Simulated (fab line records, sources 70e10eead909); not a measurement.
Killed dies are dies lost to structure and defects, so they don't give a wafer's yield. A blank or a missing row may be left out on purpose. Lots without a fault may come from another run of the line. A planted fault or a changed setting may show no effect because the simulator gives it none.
A struck lot beside a sound one | flow nand_harc | 41 steps out of a route of 1159
Sound: wafers L696.1, L696.3, L696.4. Struck: wafers L698.3, L698.4, L698.6. The cause comes at the end.
At each step with rows: each side's tool, then ch and its chambers, then its first start. Under that, the readings that differ: sound wafers | struck wafers | difference of the means | sigmas: that difference in standard deviations of wafers without a fault.
alike: readings whose means differ by less than 2 such deviations, and words and numbers that are the same on both sides. not compared: withheld readings, readings that some wafer has no value for, bounds like >300 that may hide the same value, and numbers for which the record gives no deviation and whose values overlap.
The two part at a step that has a row with sigmas, a row that says differs or no value, or rows on one side only. Numbers that don't overlap but have no deviation are shown without sigmas and don't part them. A reading that every wafer of one side lacks parts them only if that side has two wafers or more.

first, 3 steps without rows for these wafers: NHARC_THIN_TSV_HARDBAKE_13 (time 80 s); NHARC_THIN_TSV_DESCUM_14 (chemistry O2, time 3 s); NHARC_THIN_TSV_ETCH_44 (etches the open film in CF4/O2, target depth 1594.2 nm, time 797.1 s).
NHARC_THIN_TSV_ETCH_15: target depth 3000 nm, bosch target overetch cycles 2, bosch etch step 2.8 s.
  sound on rie_si-03 ch 1,2,3, day 19 00:58; struck on rie_si-03 ch 0,2,3, day 19 02:16
  alike: drypump_motor_current_A
  not compared: rf_hours_counter_h
NHARC_THIN_TSV_CD_MEAS_16:
  sound on cd_sem-01, day 19 01:07; struck on cd_sem-02, day 19 02:25
  alike: cd_nm
then, 5 steps without rows for these wafers: NHARC_THIN_TSV_STRIP_45 (strips in O2); NHARC_THIN_TSV_STRIP_46 (strips in post etch residue remover, time 1200 s); NHARC_THIN_TSV_DEP_47 (deposits SiO2, target thk 200 nm); NHARC_THIN_TSV_ETCHBACK_48 (etches the open film in C4F8/Ar, target depth 1028.5 nm, time 405.17 s); NHARC_THIN_TSV_STRIP_62 (strips in N2/H2, time 20 s).
NHARC_THIN_TSV_DEGAS_49: time 120 s.
  sound on pvd_sputter-03, day 19 02:57; struck on pvd_sputter-03, day 19 04:13
  alike: heater_power_w
NHARC_THIN_TSV_PRE_CLEAN_50: time 30 s.
  sound on pvd_sputter-03; struck on pvd_sputter-03
  alike: heater_power_w
NHARC_THIN_TSV_PVD_19: deposits TaN, target thk 20 nm.
  sound on pvd_sputter-03, day 19 03:13; struck on pvd_sputter-03, day 19 04:22
  alike: throttle_valve_pct
NHARC_THIN_TSV_PVD_51: deposits Cu, target thk 100 nm.
  sound on pvd_sputter-03; struck on pvd_sputter-03
  alike: throttle_valve_pct
then, 16 steps without rows for these wafers: NHARC_THIN_TSV_ECD_20 (material Cu, target thk 2000 nm); NHARC_THIN_TSV_ANNEAL_52 (time 90 s); NHARC_THIN_TSV_CMP_21 (polishes, t overpolish 30 s, target thk 2000 nm); NHARC_THIN_TSV_SRD_23; NHARC_THIN_TSV_DEGAS_53 (time 60 s); NHARC_THIN_TSV_PRE_CLEAN_54 (time 30 s); NHARC_THIN_TSV_PVD_55 (deposits TiN, target thk 50 nm); NHARC_THIN_TSV_PVD_24 (deposits Al, target thk 800 nm); NHARC_THIN_TSV_DEHYDRATE_25 (time 120 s); NHARC_THIN_TSV_HMDS_26 (time 30 s); NHARC_THIN_TSV_COAT_27; NHARC_THIN_TSV_SOFTBAKE_28 (time 95 s); NHARC_THIN_TSV_EBR_29; NHARC_THIN_TSV_EXPOSE_30 (exposes mask PAD); NHARC_THIN_TSV_PEB_31 (peb time 85 s); NHARC_THIN_TSV_DEVELOP_32 (time 70 s).
NHARC_THIN_TSV_CD_MEAS_33: target cd 5000 nm.
  sound on cd_sem-01 ch 0, day 19 06:22; struck on cd_sem-02 ch 0, day 19 07:49
  alike: cd_nm
then, 1 step without rows for these wafers: NHARC_THIN_TSV_HARDBAKE_34 (time 80 s).
NHARC_THIN_TSV_DESCUM_35: chemistry O2, time 3 s.
  sound on rie_diel-08 ch 0,2,3, day 19 06:32; struck on rie_diel-06 ch 1,2,3, day 19 07:58
  alike: chamber_pressure_mTorr, drypump_motor_current_A, oes_product_au, rf_vpp_V, showerhead_plenum_p_Torr, throttle_valve_pct
  not compared: rf_hours_counter_h
then, 4 steps without rows for these wafers: NHARC_THIN_TSV_ETCH_59 (etches the open film in Cl2/BCl3, target depth 880 nm, time 138.1 s); NHARC_THIN_TSV_ETCH_36 (etches the open film in Cl2/BCl3, target depth 65 nm, time 18.571 s); NHARC_THIN_TSV_STRIP_56 (strips in O2); NHARC_THIN_TSV_STRIP_57 (strips in post etch residue remover, time 1200 s).
NHARC_THIN_TSV_CD_MEAS_37:
  sound on cd_sem-01, day 19 07:49; struck on cd_sem-03, day 19 09:43
  alike: cd_nm
then, 1 step without rows for these wafers: NHARC_THIN_TSV_ANNEAL_58 (time 1800 s).
NHARC_END_WLT_00:
  sound on prober-01, day 19 12:04; struck on prober-02, day 19 13:05
  alike: VT_DECK1_BOTTOM, VT_DECK1_BOTTOM_INNER, VT_DECK1_MEDIAN_NEAR_BOTTOM, VT_DECK1_MEDIAN_NEAR_BOTTOM_INNER, VT_DECK1_MIDDLE, VT_DECK1_MIDDLE_INNER, VT_DECK1_TOP, VT_DECK1_TOP_INNER
NHARC_END_SORT_01:
  the record has rows for the struck wafers here (prober-02 ch 0, day 19 16:43) and none for the sound ones

WHERE THEY PART
Only at NHARC_END_SORT_01, within this record.

WHY: what the simulator had put in
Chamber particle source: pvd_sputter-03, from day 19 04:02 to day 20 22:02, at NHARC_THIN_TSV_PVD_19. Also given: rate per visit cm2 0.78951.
